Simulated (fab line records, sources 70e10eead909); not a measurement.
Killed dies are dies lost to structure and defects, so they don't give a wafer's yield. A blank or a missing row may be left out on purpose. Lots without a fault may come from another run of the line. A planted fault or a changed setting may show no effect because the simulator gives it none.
Which tool did it? | flow nand_harc | 14 lots, 42 wafers sampled, at 5 steps of a route of 1302

WHAT THE GAUGES READ, wafer by wafer
NHARC_THIN_TSV_CD_MEAS_37. Usual: cd_nm 5001 nm, standard deviation 4.3.
lot  | measured     | on        | cd_nm (nm)     | flag
L633 | day 24 10:18 | cd_sem-03 | 5004 5004 5003 |
L634 | day 25 01:53 | cd_sem-02 | 5009 5005 5008 |
L635 | day 25 11:11 | cd_sem-01 | 5002 4995 4992 |
L637 | day 25 12:12 | cd_sem-01 | 5003 4998 4997 |
L636 | day 25 13:30 | cd_sem-01 | 5008 5001 4996 |
L638 | day 25 20:34 | cd_sem-02 | 5002 5002 4997 |
L639 | day 26 12:00 | cd_sem-01 | 5001 4994 5001 |
L640 | day 26 13:26 | cd_sem-01 | 4997 4999 5004 |
L644 | day 28 19:39 | cd_sem-03 | 5002 4998 4994 |
L647 | day 30 01:23 | cd_sem-03 | 5006 5006 5007 |
L651 | day 31 03:20 | cd_sem-02 | 5002 4999 5011 |
L652 | day 31 18:23 | cd_sem-03 | 4997 5000 4998 |
L654 | day 32 10:08 | cd_sem-02 | 5000 5011 5001 |
L656 | day 33 11:55 | cd_sem-03 | 5003 5002 5003 |

NHARC_END_SORT_01. Usual: killed_at_array 59, standard deviation 17; killed_at_other 0.9, standard deviation 1.6; killed_at_periphery 3.7, standard deviation 2.3; killed_dies 64, standard deviation 17; killed_open 3.3, standard deviation 1.8; killed_short 2.4, standard deviation 1.6.
lot  | measured     | on        | killed_at_array | killed_at_other | killed_at_periphery | killed_dies | killed_open | killed_short | flag
L644 | day 29 05:31 | prober-02 | 144 98 84       | 1 1 2           | 0 3 0               | 145 102 86  | 3 3 3       | 2 5 8        |
L647 | day 30 13:58 | prober-01 | 44 144 42       | 1 0 0           | 9 11 7              | 54 155 49   | 3 1 4       | 2 3 3        |

WHICH TOOL RAN EACH LOT (tool, then ch and the chambers of the sampled wafers, then the start)
lot  | NHARC_A_CONTACT_ETCH_113             | NHARC_THIN_TSV_STRIP_45              | NHARC_THIN_TSV_PRE_CLEAN_54
L633 | har_cap_etch-02 ch 0,1, day 22 01:23 | plasma_asher-01 ch 0,1, day 24 04:07 | pvd_sputter-03, day 24 07:56
L634 | har_cap_etch-03 ch 0,1, day 22 10:20 | plasma_asher-01 ch 0,1, day 24 19:41 | pvd_sputter-03, day 24 23:31
L635 | har_cap_etch-03 ch 0,1, day 22 18:08 | plasma_asher-01 ch 0,1, day 25 04:42 | pvd_sputter-02, day 25 08:37
L637 | har_cap_etch-02 ch 0, day 23 01:56   | plasma_asher-02 ch 0,1, day 25 05:53 | pvd_sputter-02, day 25 09:49
L636 | har_cap_etch-03 ch 0,1, day 23 02:48 | plasma_asher-02 ch 0,1, day 25 07:11 | pvd_sputter-03, day 25 10:59
L638 | har_cap_etch-02 ch 0,1, day 23 06:44 | plasma_asher-01 ch 0,1, day 25 14:09 | pvd_sputter-03, day 25 18:11
L639 | har_cap_etch-01 ch 0,1, day 23 22:26 | plasma_asher-01 ch 0,1, day 26 05:23 | pvd_sputter-03, day 26 09:28
L640 | har_cap_etch-03 ch 0, day 24 02:29   | plasma_asher-01 ch 0,1, day 26 06:57 | pvd_sputter-03, day 26 10:44
L644 | har_cap_etch-01 ch 0,1, day 26 04:01 | plasma_asher-01 ch 0,1, day 28 13:22 | pvd_sputter-03, day 28 17:13
L647 | har_cap_etch-01 ch 0,1, day 27 13:22 | plasma_asher-02 ch 0,1, day 29 19:11 | pvd_sputter-01, day 29 22:52
L651 | har_cap_etch-02 ch 0,1, day 28 15:50 | plasma_asher-01 ch 0,1, day 30 21:04 | pvd_sputter-02, day 31 00:56
L652 | har_cap_etch-03 ch 0,1, day 29 05:10 | plasma_asher-02 ch 0,1, day 31 12:02 | pvd_sputter-03, day 31 15:52
L654 | har_cap_etch-02 ch 0,1, day 29 21:11 | plasma_asher-01 ch 0,1, day 32 03:29 | pvd_sputter-01, day 32 07:35
L656 | har_cap_etch-02 ch 0, day 31 01:34   | plasma_asher-02 ch 0,1, day 33 05:19 | pvd_sputter-02, day 33 09:26
- NHARC_A_CONTACT_ETCH_113: etches the open film in C4F8/O2/Ar, time 190 s, target depth 1850 nm.
- NHARC_THIN_TSV_STRIP_45: strips in O2.
- NHARC_THIN_TSV_PRE_CLEAN_54: time 30 s.

WHAT THE TOOLS THEMSELVES READ (means of the sampled wafers that have a number; where no wafer has one, the mark that the record gives instead)
NHARC_THIN_TSV_STRIP_45. Usual: drypump_motor_current_A 5.3 A, standard deviation 0.36; heater_power_w 348 W, standard deviation 9.3.
lot  | tool            | drypump_motor_current_A (A) | heater_power_w (W) | flag
L633 | plasma_asher-01 | 5.6                         | 353                |
L634 | plasma_asher-01 | 5.6                         | 352                |
L635 | plasma_asher-01 | 5.6                         | 350                |
L637 | plasma_asher-02 | 4.9                         | 348                |
L636 | plasma_asher-02 | 4.9                         | 353                |
L638 | plasma_asher-01 | 5.6                         | 351                |
L639 | plasma_asher-01 | 5.6                         | 349                |
L640 | plasma_asher-01 | 5.6                         | 350                |
L644 | plasma_asher-01 | 5.6                         | 356                |
L647 | plasma_asher-02 | 4.9                         | 348                |
L651 | plasma_asher-01 | 5.5                         | 353                |
L652 | plasma_asher-02 | 5.1                         | 345                |
L654 | plasma_asher-01 | 5.6                         | 355                |
L656 | plasma_asher-02 | 4.9                         | 345                |

NHARC_THIN_TSV_PRE_CLEAN_54. Usual: heater_power_w 425 W, standard deviation 62.
lot  | tool           | heater_power_w (W) | flag
L633 | pvd_sputter-03 | 413                |
L634 | pvd_sputter-03 | 519                |
L635 | pvd_sputter-02 | 420                |
L637 | pvd_sputter-02 | 417                |
L636 | pvd_sputter-03 | 413                |
L638 | pvd_sputter-03 | 407                |
L639 | pvd_sputter-03 | 476                |
L640 | pvd_sputter-03 | 500                |
L644 | pvd_sputter-03 | 448                |
L647 | pvd_sputter-01 | 432                |
L651 | pvd_sputter-02 | 388                |
L652 | pvd_sputter-03 | 410                |
L654 | pvd_sputter-01 | 441                |
L656 | pvd_sputter-02 | 416                |

THE ANSWER, worked out from the rows above alone
Rule: a lot is off if the mean of its wafers that have a number lies more than 3 standard deviations from the usual mean. A lot without any number at a reading at which 4 lots or more have one is off too. The other lots that the step has rows for count as sound. The gauges are gone through in route order, then the tools' own readings, and for those a lot's mean is taken as printed above. The first step at which some lot is off is used, and at that step the reading that is off furthest; a lot without a number counts as furthest.
No lot is off at any reading shown: from this, nothing can be told.

WHAT THE SIMULATOR HAD PUT IN
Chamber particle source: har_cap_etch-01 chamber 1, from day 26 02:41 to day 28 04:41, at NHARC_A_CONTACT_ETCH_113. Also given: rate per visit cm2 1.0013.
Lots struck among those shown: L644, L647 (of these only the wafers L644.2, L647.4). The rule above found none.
